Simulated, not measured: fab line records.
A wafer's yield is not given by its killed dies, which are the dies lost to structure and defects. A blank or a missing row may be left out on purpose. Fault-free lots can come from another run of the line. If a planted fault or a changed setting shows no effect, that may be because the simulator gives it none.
Which of the tools did it? :: flow n5Finfet :: route of 1938 steps, sampled at 1 step: 8 lots, 24 wafers

== WHAT THE GAUGES READ, wafer by wafer ==
N5_BEOL_M4_RC_MEAS_101. Usual: DIBL_N 35.9 mV/V, standard deviation 1.6; DIBL_P 35.6 mV/V, standard deviation 2.1; IOFF_N 0.149 nA/um, standard deviation 0.029; IOFF_P 0.20 nA/um, standard deviation 0.033; ION_N 671 uA/um, standard deviation 11; ION_P 460 uA/um, standard deviation 7.3; SS_N 71.4 mV/dec, standard deviation 0.62; SS_P 73.2 mV/dec, standard deviation 0.65; VT_N 251 mV, standard deviation 3.1; VT_P -251 mV, standard deviation 3.4.
lot: L308
measured: day 10 14:43
on: prober-01
DIBL_N (mV/V): 36.8 38.7 37.9
DIBL_P (mV/V): 37.4 39.8 38.5
IOFF_N (nA/um): 0.169 0.216 0.199
IOFF_P (nA/um): 0.20 0.25 0.23
ION_N (uA/um): 676 690 692
ION_P (uA/um): 460 467 472
SS_N (mV/dec): 71.2 72.4 71.8
SS_P (mV/dec): 72.9 74.5 74.5
VT_N (mV): 247 246 245
VT_P (mV): -252 -249 -250
flag: 

lot: L310
measured: day 10 17:42
on: prober-02
DIBL_N (mV/V): 37.6 37.4 33.8
DIBL_P (mV/V): 37.5 37.5 32.5
IOFF_N (nA/um): 0.173 0.169 0.115
IOFF_P (nA/um): 0.20 0.19 0.14
ION_N (uA/um): 676 675 655
ION_P (uA/um): 456 458 450
SS_N (mV/dec): 71.4 71.1 70.4
SS_P (mV/dec): 73.9 73.7 72.9
VT_N (mV): 248 248 251
VT_P (mV): -255 -254 -256
flag: 

lot: L309
measured: day 10 20:29
on: prober-01
DIBL_N (mV/V): 37.3 34.3 36.1
DIBL_P (mV/V): 35.7 32.8 35.5
IOFF_N (nA/um): 0.166 0.124 0.151
IOFF_P (nA/um): 0.25 0.20 0.24
ION_N (uA/um): 657 670 660
ION_P (uA/um): 460 469 459
SS_N (mV/dec): 72.1 70.5 71.3
SS_P (mV/dec): 73.9 72.4 73.4
VT_N (mV): 250 252 250
VT_P (mV): -248 -249 -249
flag: 

lot: L313
measured: day 11 17:20
on: prober-01
DIBL_N (mV/V): 37.1 37.1 37.4
DIBL_P (mV/V): 35.7 36.3 37.6
IOFF_N (nA/um): 0.152 0.158 0.155
IOFF_P (nA/um): 0.18 0.19 0.20
ION_N (uA/um): 673 670 677
ION_P (uA/um): 462 464 460
SS_N (mV/dec): 71.7 72.0 72.0
SS_P (mV/dec): 73.0 73.3 73.9
VT_N (mV): 252 250 251
VT_P (mV): -253 -253 -250
flag: 

lot: L314
measured: day 11 17:46
on: prober-02
DIBL_N (mV/V): 36.0 37.8 35.8
DIBL_P (mV/V): 33.6 36.3 34.2
IOFF_N (nA/um): 0.126 0.148 0.125
IOFF_P (nA/um): 0.16 0.20 0.17
ION_N (uA/um): 662 673 663
ION_P (uA/um): 457 454 459
SS_N (mV/dec): 71.7 71.1 71.1
SS_P (mV/dec): 72.8 73.7 73.1
VT_N (mV): 252 251 254
VT_P (mV): -255 -251 -252
flag: 

lot: L316
measured: day 12 13:02
on: prober-02
DIBL_N (mV/V): 35.2 36.1 35.1
DIBL_P (mV/V): 34.7 35.8 34.6
IOFF_N (nA/um): 0.118 0.131 0.127
IOFF_P (nA/um): 0.16 0.18 0.16
ION_N (uA/um): 661 667 680
ION_P (uA/um): 454 457 464
SS_N (mV/dec): 71.2 71.2 70.7
SS_P (mV/dec): 73.4 73.6 73.3
VT_N (mV): 254 255 251
VT_P (mV): -257 -252 -255
flag: 

lot: L318
measured: day 12 19:22
on: prober-01
DIBL_N (mV/V): 35.7 33.7 36.3
DIBL_P (mV/V): 34.9 32.6 35.9
IOFF_N (nA/um): 0.132 0.110 0.150
IOFF_P (nA/um): 0.20 0.17 0.21
ION_N (uA/um): 672 651 664
ION_P (uA/um): 465 454 453
SS_N (mV/dec): 72.0 70.9 71.7
SS_P (mV/dec): 73.4 72.2 73.2
VT_N (mV): 254 254 252
VT_P (mV): -250 -249 -248
flag: 

lot: L320
measured: day 13 12:37
on: prober-02
DIBL_N (mV/V): 36.8 38.7 39.1
DIBL_P (mV/V): 35.2 38.1 38.4
IOFF_N (nA/um): 0.157 0.199 0.213
IOFF_P (nA/um): 0.21 0.26 0.27
ION_N (uA/um): 681 683 697
ION_P (uA/um): 468 467 475
SS_N (mV/dec): 70.7 71.9 72.5
SS_P (mV/dec): 73.0 73.8 74.2
VT_N (mV): 253 245 244
VT_P (mV): -250 -244 -248
flag: 

== TOOL THAT RAN EACH LOT (tool first, then ch and the chambers of the sampled wafers, then the start) ==
There is no process step in the record ahead of these readings.

== AS READ BY THE TOOLS THEMSELVES (means over the sampled wafers that have a number; for cases with no such wafer, the mark the record gives instead) ==
The record holds no such reading with a usual standard deviation.

== THE ANSWER, worked out from the rows above alone ==
Rule: a lot counts as off when the mean over its wafers that have a number is more than 3 standard deviations away from the usual mean. Also off: a lot with no number at a reading for which 4 or more lots have one. All remaining lots with rows at the step are treated as sound. After the gauges, taken in route order, come the tools' own readings; for these a lot's mean is taken, as printed above. The first step at which some lot is off is used, and at that step the reading that is off furthest; a lot without a number counts as furthest.
None of the lots is off at any reading shown; this tells nothing.

== WHAT THE SIMULATOR HAD PUT IN ==
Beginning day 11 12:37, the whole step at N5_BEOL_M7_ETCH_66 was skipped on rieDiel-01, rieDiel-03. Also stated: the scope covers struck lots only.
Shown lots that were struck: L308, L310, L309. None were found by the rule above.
